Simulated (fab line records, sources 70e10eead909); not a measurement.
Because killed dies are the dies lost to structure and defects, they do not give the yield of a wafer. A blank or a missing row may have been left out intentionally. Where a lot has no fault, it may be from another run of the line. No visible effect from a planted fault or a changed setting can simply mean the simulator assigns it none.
fab line records + flow nandHarc
[record]
- lots = 5
- wafers = 15
- lastDay = 30
route steps=1302 shown P_ZERO_WELL@29 END@1302
lots with no fault: from the same line, run without faults
startH: hours from the record's opening day to when the first of the lot's shown wafers began + waitH: time in hours since the lot's previous step + " the same as in the row above + L1.1+2: one row covering several wafers at once + - no value, or no start was given + * or withheld: withheld + < > ~ a bound
route shown NAME@n: names a module that has steps shown in the file, with the first one's number in the route + usual: mean and standard deviation over wafers with no fault + same: alike in all rows + chamber/n: place in a boat + sites: per-site readings + _std_site: their standard deviation + _edge_site: inner sites' mean taken away from outer sites' mean + radiusMm: how far each site lies from the wafer's centre + mask NAME#n: copy n + behind: the last tool/chamber to shape the wafer + hold: what put the lot on hold/how long, in hours/how the hold closed + device: the n, p or np transistor that did not switch + end of line: the tests these same wafers got at the end of their route + where a step has no rows: the recipe by itself + killed: count of dies lost to structure and defects at first sort (not the wafer's yield) + map: dies across one wafer; x = killed, . = not, _ = none there
set.NAME: the setting the step ran with; set.NAME@STEP: the setting that earlier step ran with + model.NAME: the simulator's own value behind a step, which no gauge read
lots at some steps of the route; a table a step, a row a wafer
services: the hour from which a tool's chamber was out of use, counted from the record's first day as startH (under 0 if before that day), plus the number of hours and why
[[steps]]
[step NHARC_P_ZERO_WELL_CD_MEAS_24]
[recipe]
- targetCdNm = 720
- landingEnergyEv = 500
[usual]
- cdNm = 719.8/1.4
[same]
- landingEnergyEv = 500
| lot.wafer | tool     | chamber | startH | waitH | cdNm  |
|-----------|----------|---------|--------|-------|-------|
| L124.2    | cdSem-01 | 0       | 62.48  | -     | 719.5 |
| L124.5    | "        | 0       | "      | "     | 719.0 |
| L124.6    | "        | 0       | "      | "     | 719.6 |
| L125.3    | cdSem-02 | 0       | 72.47  | -     | 721.4 |
| L125.5    | "        | 0       | "      | "     | 721.4 |
| L125.6    | "        | 0       | "      | "     | 721.1 |
| L127.2    | cdSem-03 | 0       | 92.52  | -     | 720.9 |
| L127.5    | "        | 0       | "      | "     | 721.1 |
| L127.6    | "        | 0       | "      | "     | 720.9 |
| L133.1    | cdSem-01 | 0       | 152.54 | -     | 717.9 |
| L133.3    | "        | 0       | "      | "     | 719.4 |
| L133.4    | "        | 0       | "      | "     | 717.8 |
| L134.1    | cdSem-02 | 0       | 162.52 | -     | 722.4 |
| L134.3    | "        | 0       | "      | "     | 722.0 |
| L134.6    | "        | 0       | "      | "     | 720.9 |
[step NHARC_P_ZERO_WELL_HARDBAKE_25]
[recipe]
- tempC = 125
- timeS = 80
[step NHARC_P_ZERO_WELL_DESCUM_26]
[recipe]
- timeS = 3
- o2FlowSccm = 200
- arFlowSccm = 0
- biasPowerW = 0
- chemistry = O2
[usual]
- drypumpMotorCurrentA = 5.8/0.5
- oesProductAu = 1.002/0.0067
- rfVppV = 57.6/0.92
- showerheadPlenumPTorr = 1.88/0.087
- throttleValvePct = 11.311/0.0094
| lot.wafer | tool       | chamber | startH | waitH | drypumpMotorCurrentA | oesProductAu | rfHoursCounterH | rfVppV | showerheadPlenumPTorr | throttleValvePct |
|-----------|------------|---------|--------|-------|----------------------|--------------|-----------------|--------|-----------------------|------------------|
| L124.2    | rieDiel-01 | 1       | 62.64  | -     | 5.5                  | 1.006        | 9               | 57.6   | 1.95                  | 11.327           |
| L124.5    | "          | 1       | "      | "     | 5.5                  | 1.009        | -               | 56.6   | 1.95                  | 11.303           |
| L124.6    | "          | 2       | "      | "     | 5.7                  | 1.005        | -               | 58.0   | 1.78                  | 11.310           |
| L125.3    | rieDiel-09 | 2       | 72.62  | -     | 6.1                  | 1.003        | 26              | 57.0   | 1.79                  | 11.315           |
| L125.5    | "          | 2       | "      | "     | 6.2                  | 1.003        | -               | 57.8   | 1.79                  | 11.313           |
| L125.6    | "          | 3       | "      | "     | 6.5                  | 0.997        | -               | 59.4   | 1.96                  | 11.318           |
| L127.2    | rieDiel-06 | 3       | 92.73  | -     | 5.6                  | 0.993        | 40              | 57.9   | 1.83                  | 11.327           |
| L127.5    | "          | 0       | "      | "     | 5.2                  | 1.000        | -               | 57.4   | 1.84                  | 11.315           |
| L127.6    | "          | 1       | "      | "     | 6.3                  | 1.016        | -               | 57.2   | 1.86                  | 11.303           |
| L133.1    | rieDiel-01 | 1       | 152.71 | -     | 5.5                  | 1.012        | 37              | 57.8   | 1.94                  | 11.313           |
| L133.3    | "          | 2       | "      | "     | 5.7                  | 1.004        | 37              | 56.0   | 1.77                  | 11.313           |
| L133.4    | "          | 3       | "      | "     | 5.8                  | 1.007        | 41              | 57.7   | 1.84                  | 11.301           |
| L134.1    | rieDiel-06 | 1       | 162.68 | -     | 6.3                  | 1.010        | 11              | 57.6   | 1.85                  | 11.312           |
| L134.3    | "          | 3       | "      | "     | 5.7                  | 0.999        | 8               | 57.1   | 1.83                  | 11.316           |
| L134.6    | "          | 2       | "      | "     | 6.2                  | 0.989        | -               | 58.5   | 2.05                  | 11.316           |
[step NHARC_P_ZERO_WELL_IMPLANT_27]
[recipe]
- energyKev = 600
- doseCm2 = 1e+13
- tiltDeg = 7
[step NHARC_P_ZERO_WELL_IMPLANT_57]
[recipe]
- energyKev = 250
- doseCm2 = 4e+12
- tiltDeg = 7
[step NHARC_P_ZERO_WELL_IMPLANT_58]
[recipe]
- energyKev = 100
- doseCm2 = 2e+12
- tiltDeg = 7
[step NHARC_P_ZERO_WELL_STRIP_28]
[recipe]
- timeS = 840
- tempC = 130
- chemistry = SPM
[step NHARC_P_ZERO_WELL_DEHYDRATE_29]
[recipe]
- tempC = 150
- timeS = 120
[step NHARC_P_ZERO_WELL_HMDS_30]
[recipe]
- timeS = 30
[step NHARC_P_ZERO_WELL_COAT_31]
[recipe]
- spinRpm = withheld
[step NHARC_P_ZERO_WELL_SOFTBAKE_32]
[recipe]
- tempC = 122
- timeS = 95
[step NHARC_P_ZERO_WELL_EBR_33]
[step NHARC_P_ZERO_WELL_EXPOSE_34]
[recipe]
- na = 0.6
- targetCdNm = 720
- doseMj = 22.31
- maskId = P_PWELL
| lot.wafer  | tool          | chamber | startH | waitH | mask         |
|------------|---------------|---------|--------|-------|--------------|
| L124.2+5+6 | krfScanner-02 | 0       | 63.84  | -     | P_PWELL#0    |
| L125.3+5+6 | krfScanner-03 | 0       | 73.95  | -     | P_PWELL#0    |
| L127.2+5+6 | krfScanner-02 | 0       | 98.01  | -     | P_PWELL#0    |
| L133.1+3+4 | krfScanner-02 | 0       | 153.89 | -     | P_PWELL#0    |
| L134.1+3+6 | krfScanner-02 | 0       | 163.88 | -     | P_PWELL_R1#0 |
[step NHARC_P_ZERO_WELL_PEB_35]
[recipe]
- pebTempC = 118
- pebTimeS = 85
[step NHARC_P_ZERO_WELL_DEVELOP_36]
[recipe]
- timeS = 70
[step NHARC_P_ZERO_WELL_CD_MEAS_37]
[recipe]
- targetCdNm = 720
- landingEnergyEv = 500
[usual]
- cdNm = 719.7/1.2
[same]
- landingEnergyEv = 500
| lot.wafer | tool     | chamber | startH | waitH | cdNm  |
|-----------|----------|---------|--------|-------|-------|
| L124.2    | cdSem-01 | 0       | 64.00  | -     | 717.7 |
| L124.5    | "        | 0       | "      | "     | 718.9 |
| L124.6    | "        | 0       | "      | "     | 721.3 |
| L125.3    | cdSem-03 | 0       | 74.10  | -     | 719.1 |
| L125.5    | "        | 0       | "      | "     | 721.4 |
| L125.6    | "        | 0       | "      | "     | 719.3 |
| L127.2    | cdSem-03 | 0       | 98.17  | -     | 721.2 |
| L127.5    | "        | 0       | "      | "     | 721.4 |
| L127.6    | "        | 0       | "      | "     | 719.6 |
| L133.1    | cdSem-02 | 0       | 154.05 | -     | 720.5 |
| L133.3    | "        | 0       | "      | "     | 719.4 |
| L133.4    | "        | 0       | "      | "     | 720.0 |
| L134.1    | cdSem-02 | 0       | 164.03 | -     | 705.5 |
| L134.3    | "        | 0       | "      | "     | 705.0 |
| L134.6    | "        | 0       | "      | "     | 705.1 |
[step NHARC_P_ZERO_WELL_HARDBAKE_38]
[recipe]
- tempC = 125
- timeS = 80
[step NHARC_END_SORT_01]
[recipe]
- tempC = 25
[usual]
- killedAtArray = 52/19
- killedAtOther = 0.8/1
- killedAtPeriphery = 3.7/2.5
- killedDies = 56/19
- killedOpen = 3.5/2
- killedShort = 2.2/1.4
[same]
- grossDies = 677
| lot.wafer | tool      | chamber | startH | waitH | killedAtArray | killedAtOther | killedAtPeriphery | killedDies | killedOpen | killedShort |
|-----------|-----------|---------|--------|-------|---------------|---------------|-------------------|------------|------------|-------------|
| L125.3    | prober-02 | 0       | 598.33 | 3.1   | 50            | 0             | 0                 | 50         | 3          | 3           |
| L125.5    | prober-02 | 0       | 599.93 | 3.7   | 32            | 0             | 2                 | 34         | 1          | 2           |
| L125.6    | prober-02 | 0       | 600.73 | 4.0   | 55            | 0             | 3                 | 58         | 2          | 2           |
| L124.2    | prober-02 | 0       | 606.02 | 2.8   | 45            | 1             | 5                 | 51         | 2          | 4           |
| L124.5    | prober-02 | 0       | 608.39 | 3.7   | 48            | 3             | 7                 | 58         | 4          | 0           |
| L124.6    | prober-02 | 0       | 609.18 | 4.0   | 50            | 0             | 6                 | 56         | 3          | 1           |
| L127.2    | prober-01 | 0       | 631.42 | 2.8   | 60            | 1             | 5                 | 66         | 6          | 3           |
| L127.5    | prober-01 | 0       | 633.83 | 3.7   | 76            | 0             | 1                 | 77         | 6          | 2           |
| L127.6    | prober-01 | 0       | 634.64 | 4.0   | 51            | 1             | 1                 | 53         | 3          | 0           |
| L133.1    | prober-01 | 0       | 691.63 | 2.5   | 19            | 0             | 9                 | 28         | 3          | 3           |
| L133.3    | prober-01 | 0       | 693.21 | 3.1   | 24            | 0             | 6                 | 30         | 4          | 3           |
| L133.4    | prober-01 | 0       | 694.00 | 3.4   | 26            | 0             | 18                | 44         | 9          | 1           |
| L134.1    | prober-01 | 0       | 704.64 | 2.5   | 45            | 1             | 5                 | 51         | 3          | 4           |
| L134.3    | prober-01 | 0       | 706.24 | 3.1   | 45            | 0             | 3                 | 48         | 6          | 2           |
| L134.6    | prober-01 | 0       | 708.63 | 4.0   | 56            | 1             | 6                 | 63         | 8          | 3           |
// killed by level:class
L125.3 A_CHANNEL_HOLE_D2:chamberFilmFlake=27 A_CHANNEL_HOLE_D1:chamberFilmFlake=10 A_CONTACT:chamberFilmFlake=4 A_CHANNEL_FILL_D1:chamberFilmFlake=2 A_SOURCE_PLATE:geometricParticle:short=1 A_ONON_D1:geometricParticle:open=1 A_ONON_D2:geometricParticle:open=1 A_CHANNEL_FILL_D2:geometricParticle:short=1
L125.5 A_CHANNEL_HOLE_D2:chamberFilmFlake=11 A_CHANNEL_HOLE_D1:chamberFilmFlake=11 A_CONTACT:chamberFilmFlake=6 P_M0:geometricParticle:open=1 A_SGD_CUT:geometricParticle:short=1 A_M0:geometricParticle:short=1 P_STI:chamberFilmFlake=1 A_DECK1_JOINT:chamberFilmFlake=1
L125.6 A_CHANNEL_HOLE_D2:chamberFilmFlake=25 A_CHANNEL_HOLE_D1:chamberFilmFlake=21 A_CONTACT:chamberFilmFlake=3 P_ZERO_WELL:geometricParticle:open=1 A_ONON_D1:geometricParticle:short=1 A_ONON_D2:geometricParticle:short=1 A_M0:geometricParticle:open=1 P_ZERO_WELL:chamberFilmFlake=1
L124.2 A_SLIT:chamberFilmFlake=26 A_CHANNEL_HOLE_D2:chamberFilmFlake=7 A_CONTACT:chamberFilmFlake=7 P_GATE:chamberFilmFlake=4 A_CHANNEL_FILL_D2:geometricParticle:short=2 P_M0:geometricParticle:short=1 A_CHANNEL_FILL_D1:geometricParticle:open=1 A_CHANNEL_HOLE_D2:geometricParticle:short=1
L124.5 A_SLIT:chamberFilmFlake=24 A_CHANNEL_HOLE_D2:chamberFilmFlake=12 A_CONTACT:chamberFilmFlake=6 P_GATE:chamberFilmFlake=5 THIN_TSV:chamberFilmFlake=3 P_STI:chamberFilmFlake=2 A_CHANNEL_HOLE_D1:chamberFilmFlake=2 A_SOURCE_PLATE:geometricParticle:open=1
L124.6 A_SLIT:chamberFilmFlake=30 A_CHANNEL_HOLE_D2:chamberFilmFlake=7 A_CONTACT:chamberFilmFlake=5 P_STI:chamberFilmFlake=4 P_GATE:chamberFilmFlake=2 A_CHANNEL_HOLE_D1:chamberFilmFlake=2 A_CHANNEL_FILL_D1:geometricParticle:open=1 A_ONON_D2:geometricParticle:open=1
L127.2 A_SLIT:chamberFilmFlake=27 A_CHANNEL_HOLE_D2:chamberFilmFlake=14 A_CONTACT:chamberFilmFlake=6 A_ZERO_WELL:chamberFilmFlake=4 A_CHANNEL_HOLE_D1:chamberFilmFlake=3 A_M1:geometricParticle:open=2 P_CONTACT:geometricParticle:open=1 P_M0:geometricParticle:open=1
L127.5 A_CHANNEL_HOLE_D2:chamberFilmFlake=28 A_SLIT:chamberFilmFlake=25 A_CHANNEL_HOLE_D1:chamberFilmFlake=5 A_CONTACT:chamberFilmFlake=4 A_ZERO_WELL:chamberFilmFlake=3 A_SOURCE_PLATE:geometricParticle:open=1 A_CHANNEL_FILL_D1:geometricParticle:open=1 A_CHANNEL_FILL_D1:geometricParticle:short=1
L127.6 A_SLIT:chamberFilmFlake=27 A_CHANNEL_HOLE_D2:chamberFilmFlake=12 A_CHANNEL_HOLE_D1:chamberFilmFlake=5 A_CONTACT:chamberFilmFlake=3 A_ZERO_WELL:chamberFilmFlake=2 P_M1:geometricParticle:open=1 A_CONTACT:geometricParticle:open=1 A_M0:geometricParticle:open=1
L133.1 P_BONDPAD:chamberFilmFlake=7 A_CHANNEL_HOLE_D1:chamberFilmFlake=5 A_DECK1_JOINT:geometricParticle:short=2 A_STAIRCASE:chamberFilmFlake=2 A_SLIT:chamberFilmFlake=2 A_WL_FILL:chamberFilmFlake=2 P_M0:geometricParticle:short=1 A_CHANNEL_FILL_D1:geometricParticle:open=1
L133.3 A_CHANNEL_HOLE_D1:chamberFilmFlake=9 P_M1:chamberFilmFlake=4 A_STAIRCASE:chamberFilmFlake=3 A_SLIT:chamberFilmFlake=3 A_ONON_D1:geometricParticle:short=2 A_DECK1_JOINT:geometricParticle:open=2 P_BONDPAD:chamberFilmFlake=2 A_CHANNEL_HOLE_D1:geometricParticle:open=1
L133.4 A_CHANNEL_HOLE_D1:chamberFilmFlake=9 P_BONDPAD:chamberFilmFlake=8 P_M1:chamberFilmFlake=7 A_BONDPAD:chamberFilmFlake=4 A_CHANNEL_FILL_D1:geometricParticle:open=3 A_CHANNEL_FILL_D2:geometricParticle:open=2 A_STAIRCASE:chamberFilmFlake=2 P_GATE:geometricParticle:open=1
L134.1 A_CHANNEL_HOLE_D1:chamberFilmFlake=30 A_CONTACT:chamberFilmFlake=4 P_CONTACT:geometricParticle:short=2 A_DECK1_JOINT:chamberFilmFlake=2 A_SLIT:chamberFilmFlake=2 A_BONDPAD:chamberFilmFlake=2 P_STI:geometricParticle:short=1 A_ONON_D2:geometricParticle:open=1
L134.3 A_CHANNEL_HOLE_D1:chamberFilmFlake=23 A_CONTACT:chamberFilmFlake=6 A_STAIRCASE:chamberFilmFlake=4 A_SLIT:chamberFilmFlake=2 A_DECK1_JOINT:chamberFilmFlake=2 P_GATE:geometricParticle:open=1 P_CONTACT:geometricParticle:open=1 A_ONON_D1:geometricParticle:open=1
L134.6 A_CHANNEL_HOLE_D1:chamberFilmFlake=31 A_CONTACT:chamberFilmFlake=5 P_BONDPAD:chamberFilmFlake=4 A_CHANNEL_FILL_D2:geometricParticle:open=3 A_STAIRCASE:chamberFilmFlake=3 A_SLIT:chamberFilmFlake=3 A_ONON_D2:geometricParticle:open=2 A_CHANNEL_HOLE_D1:geometricParticle:open=1
[[services]]
| tool          | chamber | startH | hours | kind   |
|---------------|---------|--------|-------|--------|
| rieDiel-09    | 2       | 40.36  | 2.9   | repair |
| krfScanner-03 | -       | 52.76  | 4.0   | pm     |
| rieDiel-01    | 0       | 56.21  | 5.3   | repair |
| rieDiel-06    | 0       | 62.20  | -     | clean  |
| rieDiel-06    | 1       | 62.20  | -     | clean  |
| rieDiel-06    | 2       | 62.20  | -     | clean  |
| rieDiel-06    | 3       | 62.20  | -     | clean  |
| rieDiel-01    | 0       | 62.50  | -     | clean  |
| rieDiel-01    | 1       | 62.50  | -     | clean  |
| rieDiel-01    | 2       | 62.50  | -     | clean  |
| rieDiel-01    | 3       | 62.50  | -     | clean  |
| rieDiel-09    | 1       | 76.69  | 10.1  | repair |
| rieDiel-01    | 0       | 81.03  | 3.0   | repair |
| rieDiel-06    | 0       | 86.70  | -     | clean  |
| rieDiel-06    | 1       | 86.70  | -     | clean  |
| rieDiel-06    | 2       | 86.70  | -     | clean  |
| krfScanner-02 | -       | 94.00  | 4.0   | pm     |
| rieDiel-06    | 3       | 102.67 | 15.2  | repair |
| krfScanner-03 | -       | 103.73 | 1.8   | repair |
| rieDiel-06    | -       | 130.20 | 9.0   | pm     |
| krfScanner-03 | -       | 136.53 | 11.2  | repair |
| rieDiel-09    | -       | 144.00 | 9.0   | pm     |
| rieDiel-09    | 0       | 156.89 | 33.5  | repair |
| krfScanner-03 | -       | 158.95 | 0.5   | repair |
[[key]]
[firstSign]
- step = NHARC_P_ZERO_WELL_EXPOSE_34
- reading = mask
- direction = changed
[effect]
- step = NHARC_P_ZERO_WELL_CD_MEAS_37
- reading = cdNm
- direction = down
- sigmas = 12
- usual = 719.7
- struck = 705.2
metAt NHARC_P_ZERO_WELL_EXPOSE_34
struckWafers L134.1,L134.3,L134.6
testerLeftOut L134
onsetBetween 153.89 163.88
[fault]
- kind = wrongMask
- tool = any
- chamber = -
- onsetH = 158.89
- steps = NHARC_P_ZERO_WELL_EXPOSE_34
- auxCopy = P_PWELL_R1#0
- cdOffsetNm = -13.714
- scope = struckLotsOnly
// testerLeftOut: of these lots the tester's yield and bins aren't shown, on N5 and GAA mostly nor the transistor test; their killed dies are dies lost to structure and defects alone, not to doping, threshold or leakage, so they don't give the yield
